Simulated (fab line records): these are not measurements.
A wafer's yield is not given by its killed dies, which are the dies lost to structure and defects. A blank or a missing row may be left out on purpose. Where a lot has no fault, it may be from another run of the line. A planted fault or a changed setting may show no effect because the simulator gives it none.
Chamber matching ; flow nand_harc ; NHARC_P_BONDPAD_STRIP_15 on rie_diel-10 has 4 sister chambers
The step strips in O2. 8 wafers are shown with their chamber, then 7 later ones without.

== WAFERS WITH THEIR CHAMBER ==
wafer;chamber;showerhead_plenum_p_Torr (Torr);drypump_motor_current_A (A)
L075.4;0;3.48;6.1
L077.1;0;3.48;6.2
L077.5;1;3.50;5.0
L084.1;3;3.61;5.1
L084.3;2;3.37;6.1
L084.6;3;3.61;5.1
L091.2;2;3.37;6.1
L091.4;1;3.49;5.1

== WAFERS MISSING THEIR CHAMBER ==
wafer;showerhead_plenum_p_Torr (Torr);drypump_motor_current_A (A)
L091.5;3.49;5.0
L094.1;3.49;5.1
L094.2;3.37;6.1
L094.4;3.48;6.1
L095.1;3.61;5.1
L095.3;3.49;5.0
L095.5;3.37;6.1

== WHICH CHAMBER EACH ONE RAN IN ==
wafer;from the rows above;in truth
L091.5;1;1
L094.1;1;1
L094.2;2;2
L094.4;0;0
L095.1;3;3
L095.3;1;1
L095.5;2;2
Correctly placed: 7 of 7. Left unplaced by these rows: 0. 0 placed wrongly.
How it was worked out, from the rows above alone: a wafer's distance from a chamber is the root of the sum, over the readings, of the square of ((its reading less the chamber's mean) divided by the reading's scatter). The wafer belongs to the nearest chamber; if the next one is less than 2 further off, it can't be placed. Each chamber's mean is taken over the wafers shown for it. The scatter: take each reading less its chamber's mean, square it, sum over the shown wafers, divide by the number of wafers less the number of chambers, and take the root.
